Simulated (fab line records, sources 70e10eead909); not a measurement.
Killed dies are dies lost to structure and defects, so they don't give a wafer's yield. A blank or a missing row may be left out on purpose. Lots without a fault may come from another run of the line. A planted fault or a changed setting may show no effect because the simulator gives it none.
Chamber matching | flow nand_harc | NHARC_A_CHANNEL_FILL_D1_ETCHBACK_20 on rie_diel-09: 4 sister chambers
The step etches the open film in C4F8/O2/Ar, target depth 27 nm, time 13.5 s. 4 wafers are shown with their chamber, then 12 later ones without.

WAFERS WITH THEIR CHAMBER
wafer  | chamber | rf_vpp_V (V)
L080.6 | 0       | 979
L087.2 | 1       | 986
L087.4 | 3       | 974
L087.5 | 2       | 987

WAFERS WITHOUT THEIR CHAMBER
wafer  | rf_vpp_V (V)
L088.2 | 986
L088.3 | 979
L088.6 | 987
L088.1 | 986
L088.4 | 975
L088.5 | 989
L091.1 | 987
L091.4 | 974
L091.6 | 988
L097.2 | 978
L097.4 | 986
L097.6 | 975

WHICH CHAMBER EACH WENT THROUGH
wafer  | from the rows above     | in truth
L088.2 | can't be placed: 1 or 2 | 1
L088.3 | 0                       | 0
L088.6 | can't be placed: 2 or 1 | 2
L088.1 | can't be placed: 1 or 2 | 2
L088.4 | 3                       | 3
L088.5 | can't be placed: 2 or 1 | 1
L091.1 | can't be placed: 2 or 1 | 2
L091.4 | 3                       | 3
L091.6 | can't be placed: 2 or 1 | 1
L097.2 | 0                       | 0
L097.4 | can't be placed: 1 or 2 | 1
L097.6 | 3                       | 3
Placed correctly: 5 of 12. Can't be placed from these rows: 7 (the true chamber is among the candidates in 7). Placed wrongly: 0.
How it was worked out, from the rows above alone: a wafer's distance from a chamber is the root of the sum, over the readings, of the square of ((its reading less the chamber's mean) divided by the reading's scatter). The wafer belongs to the nearest chamber; if the next one is less than 2 further off, it can't be placed. A chamber's mean is the mean of its shown wafers. The scatter: with one shown wafer a chamber, the root of the mean of the squares of how far each hidden wafer lies from its nearest shown one.
